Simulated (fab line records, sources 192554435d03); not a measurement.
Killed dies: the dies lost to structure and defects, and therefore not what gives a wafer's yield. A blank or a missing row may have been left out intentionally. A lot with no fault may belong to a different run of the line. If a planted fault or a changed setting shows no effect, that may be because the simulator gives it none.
Matching of chambers :: flow n5Finfet :: rieDiel-03 running N5_MOL_CONTACT_COAG_ETCH_124: 4 sister chambers
The step etches SiNx in CH3F/O2, stops on SiOC, target depth 6.5 nm. 4 wafers are shown with their chamber, then 11 later ones without.

WAFERS PAIRED WITH THEIR CHAMBERS
wafer: L085.2
chamber: 0
showerheadPlenumPTorr (Torr): 1.98

wafer: L087.2
chamber: 1
showerheadPlenumPTorr (Torr): 1.94

wafer: L087.6
chamber: 2
showerheadPlenumPTorr (Torr): 2.07

wafer: L089.1
chamber: 3
showerheadPlenumPTorr (Torr): 1.92

WAFERS WITH NO CHAMBER GIVEN
wafer: L089.2
showerheadPlenumPTorr (Torr): 1.94

wafer: L089.4
showerheadPlenumPTorr (Torr): 2.07

wafer: L093.2
showerheadPlenumPTorr (Torr): 1.93

wafer: L093.3
showerheadPlenumPTorr (Torr): 1.98

wafer: L093.6
showerheadPlenumPTorr (Torr): 2.07

wafer: L094.2
showerheadPlenumPTorr (Torr): 1.93

wafer: L094.3
showerheadPlenumPTorr (Torr): 1.92

wafer: L094.4
showerheadPlenumPTorr (Torr): 2.07

wafer: L096.1
showerheadPlenumPTorr (Torr): 1.93

wafer: L096.2
showerheadPlenumPTorr (Torr): 1.92

wafer: L096.5
showerheadPlenumPTorr (Torr): 1.93

WHICH CHAMBER EACH ONE RAN IN
wafer: L089.2
from the rows above: 1
in truth: 1

wafer: L089.4
from the rows above: 2
in truth: 2

wafer: L093.2
from the rows above: can't be placed: 1 or 3
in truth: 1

wafer: L093.3
from the rows above: 0
in truth: 0

wafer: L093.6
from the rows above: 2
in truth: 2

wafer: L094.2
from the rows above: can't be placed: 1 or 3
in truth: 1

wafer: L094.3
from the rows above: 3
in truth: 3

wafer: L094.4
from the rows above: 2
in truth: 2

wafer: L096.1
from the rows above: can't be placed: 1 or 3
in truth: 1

wafer: L096.2
from the rows above: 3
in truth: 3

wafer: L096.5
from the rows above: can't be placed: 1 or 3
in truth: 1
Correct placement for 7 of the 11. From these rows, 4 cannot be placed; in 4 the true chamber is one of the candidates. Placed wrongly: 0.
How it was worked out, from the rows above alone: a wafer's distance from a chamber is the root of the sum, over the readings, of the square of ((its reading less the chamber's mean) divided by the reading's scatter). The wafer belongs to the nearest chamber; if the next one is less than 2 further off, it can't be placed. Each chamber's mean is taken over the wafers shown for it. The scatter: with one shown wafer a chamber, the root of the mean of the squares of how far each hidden wafer lies from its nearest shown one.
